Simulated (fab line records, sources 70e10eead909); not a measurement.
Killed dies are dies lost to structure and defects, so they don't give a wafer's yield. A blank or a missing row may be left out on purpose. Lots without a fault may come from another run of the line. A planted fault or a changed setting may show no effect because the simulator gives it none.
Which tool did it? | flow nand_harc | 11 lots, 33 wafers sampled, at 3 steps of a route of 1159

WHAT THE GAUGES READ, wafer by wafer
NHARC_P_STI_CD_MEAS_09: target cd 200 nm.
lot  | measured    | on        | cd_nm (nm)
L139 | day 2 18:54 | cd_sem-02 | 196.9 198.9 198.7
L140 | day 3 02:04 | cd_sem-01 | 200.7 200.8 199.4
L141 | day 3 02:02 | cd_sem-01 | 200.9 199.0 200.0
L144 | day 3 23:20 | cd_sem-03 | 100.7 102.8 102.8
L145 | day 4 07:01 | cd_sem-03 | 200.0 198.4 197.6
L146 | day 4 10:52 | cd_sem-01 | 123.1 125.7 126.0
L149 | day 5 04:37 | cd_sem-03 | 131.4 131.7 133.2
L153 | day 6 13:10 | cd_sem-02 | 200.7 199.2 199.2
L154 | day 6 13:12 | cd_sem-01 | 199.1 199.8 197.6
L158 | day 7 11:00 | cd_sem-03 | 201.0 201.6 202.4
L159 | day 7 16:46 | cd_sem-03 | 198.5 200.9 198.7

WHICH TOOL RAN EACH LOT (tool, then ch and the chambers of the sampled wafers, then the start)
lot  | NHARC_P_ZERO_WELL_ETCH_63       | NHARC_P_STI_EXPOSE_06
L139 | rie_si-01 ch 0,1, day 1 19:40   | krf_scanner-01 ch 0, day 2 18:44
L140 | rie_si-06 ch 0,3, day 2 01:32   | krf_scanner-01 ch 0, day 3 01:55
L141 | rie_si-06 ch 1,2,3, day 2 07:39 | krf_scanner-01 ch 0, day 3 01:53
L144 | rie_si-01 ch 0,1,2, day 3 01:39 | krf_scanner-01 ch 0, day 3 23:11
L145 | rie_si-02 ch 1,2, day 3 07:41   | krf_scanner-02 ch 0, day 4 06:52
L146 | rie_si-01 ch 0,2,3, day 3 13:38 | krf_scanner-01 ch 0, day 4 10:43
L149 | rie_si-01 ch 1,2, day 4 07:40   | krf_scanner-01 ch 0, day 5 04:28
L153 | rie_si-02 ch 0,1,2, day 5 08:02 | krf_scanner-02 ch 0, day 6 13:01
L154 | rie_si-01 ch 0,2,3, day 5 13:40 | krf_scanner-02 ch 0, day 6 13:03
L158 | rie_si-02 ch 0,3, day 6 13:47   | krf_scanner-02 ch 0, day 7 10:51
L159 | rie_si-02 ch 0,3, day 6 19:40   | krf_scanner-03 ch 0, day 7 16:37
- NHARC_P_ZERO_WELL_ETCH_63: etches the open film in HBr/Cl2, target depth 120 nm, time 40.1 s.
- NHARC_P_STI_EXPOSE_06: exposes mask P STI, target cd 200 nm.

THE ANSWER, worked out from the rows above alone
Rule: what is usual is taken from the lots themselves. Put in order of their means at a reading, lots are off if they are a third of the lots or fewer, leave a main group of 4 or more, and stand apart from it by a gap of 3 or more times the standard deviation of the main group's means; of several such gaps the widest counts. A main group whose means are all the same, to the digits that the tables above print for the reading, isn't used. A lot without any number at a reading at which 4 lots or more have one is off too. The other lots that the step has rows for count as sound.
Off: L144, L146, L149, at NHARC_P_STI_CD_MEAS_09 (cd_nm). The main group: mean 199.6 nm, standard deviation 1.
A tool fits if, at a process step before that reading, it ran every lot that is off, and no sound lot after the first of them. The gauges at NHARC_P_STI_CD_MEAS_09 are tried like those tools. One fits: krf_scanner-01 at NHARC_P_STI_EXPOSE_06. Its last sound lot is L140 (day 3 01:55), its first lot that is off L144 (day 3 23:11): a fault that began between those two fits.

WHAT THE SIMULATOR HAD PUT IN
Process parameter drift: krf_scanner-01, from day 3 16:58 on, at NHARC_P_STI_EXPOSE_06. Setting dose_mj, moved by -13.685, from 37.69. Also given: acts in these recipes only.
Lots struck among those shown: L144, L146, L149. The rule above found the same.
